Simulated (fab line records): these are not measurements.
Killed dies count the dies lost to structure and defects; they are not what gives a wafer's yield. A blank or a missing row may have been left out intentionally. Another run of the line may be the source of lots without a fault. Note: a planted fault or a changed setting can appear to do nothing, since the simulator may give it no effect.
Problem report, 8D (eight disciplines) form, completed by code -- flow n5Finfet -- the parts of the form that need people (team, actions taken, sign-off) are left out

## 1. THE ISSUE
Wafers without a fault read 280.2 s with a standard deviation of 0.56, while runLengthS at N5_BEOL_M14_ILD_DEP_00 averages 294.9 s across 2 wafers of 1 lot. That is +26 standard deviations from the usual mean.
The step: deposits SiO2 from TEOS/O2, target thk 1119.3 nm, time 237.4 s.
Earliest sighting: wafer L789.2 on pecvd-01 at day 13 04:03. At this step, 32 wafers from 11 lots have a number in the record. Rule for "out", or "out of limits": more than 4 standard deviations from the usual mean. The rest of the wafers with a number are treated as sound.

## 2. WHAT IT IS, WHAT IT ISN'T
question,is,is not
which readings at this step,runLengthS,"chamberPressureTorr, heaterPowerW, showerheadPlenumPTorr, throttleValvePct"
which lots,L789,"L781, L782, L796, L798, L799, L800, L801, L802, L803, L804"
which wafers of those lots,all that have a number,-
read on which tools,pecvd-01,"pecvd-03, pecvd-04"
when,from day 13 04:03,"up to then (6 sound wafers); but 24 sound wafers of L796, L798, L799, L800, L801, L802, L803, L804 came after"

## 3. THE SUSPECTS, EACH WITH WHAT RULES IT OUT
Counting: a tool at a process step up to the reading stays a suspect if it ran every lot that is out and no sound lot after the first of them.
- pvdSputter-01 at N5_BEOL_M13_SPUTTER_45 (material Cu, target thk 80 nm, time 13.33 s): ruled out as a lasting fault. The sound lots L798, L801 went through it after L789, its earliest lot that is out (day 13 02:59).
- pecvd-01 at N5_BEOL_M14_ILD_DEP_00 (deposits SiO2 from TEOS/O2, target thk 1119.3 nm, time 237.4 s): ruled out as a lasting fault. The sound lots L802 went through it after L789, its earliest lot that is out (day 13 04:03).
Left after counting: nothing in the record.

## 4. THE CAUSE (what the simulator had put in)
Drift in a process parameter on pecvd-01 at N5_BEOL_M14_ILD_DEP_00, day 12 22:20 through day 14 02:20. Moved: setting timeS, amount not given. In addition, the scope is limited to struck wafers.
Counting ruled it out, wrongly.

## 5. THE EFFECT CHAIN, in route order
Each row: a reading whose mean over the struck wafers that have a number lies more than 3 standard deviations from the usual. Readings are gone through only where the record gives a usual standard deviation; hours: the median, over the lots, of the time from a lot's start at the first step in this table giving one to that lot's start at this step; sigmas: the change measured in usual standard deviations.
hours,step,reading,usual,on struck wafers,change,sigmas
0,N5_BEOL_M14_ILD_DEP_00,runLengthS,280.2 s,294.9,+14.7,+26
The process steps in it:
- N5_BEOL_M14_ILD_DEP_00: deposits SiO2 from TEOS/O2, target thk 1119.3 nm, time 237.4 s.
Later measuring or inspecting steps at which every struck wafer that the step has a row for has a number for every such reading, and none has moved that far: N5_BEOL_M14_THK_MEAS_01.

## 6. HOW IT WOULD HAVE BEEN CAUGHT EARLIER
In this record no reading fell out of limits until day 13 04:03, 6 hours after the fault had begun at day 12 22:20.
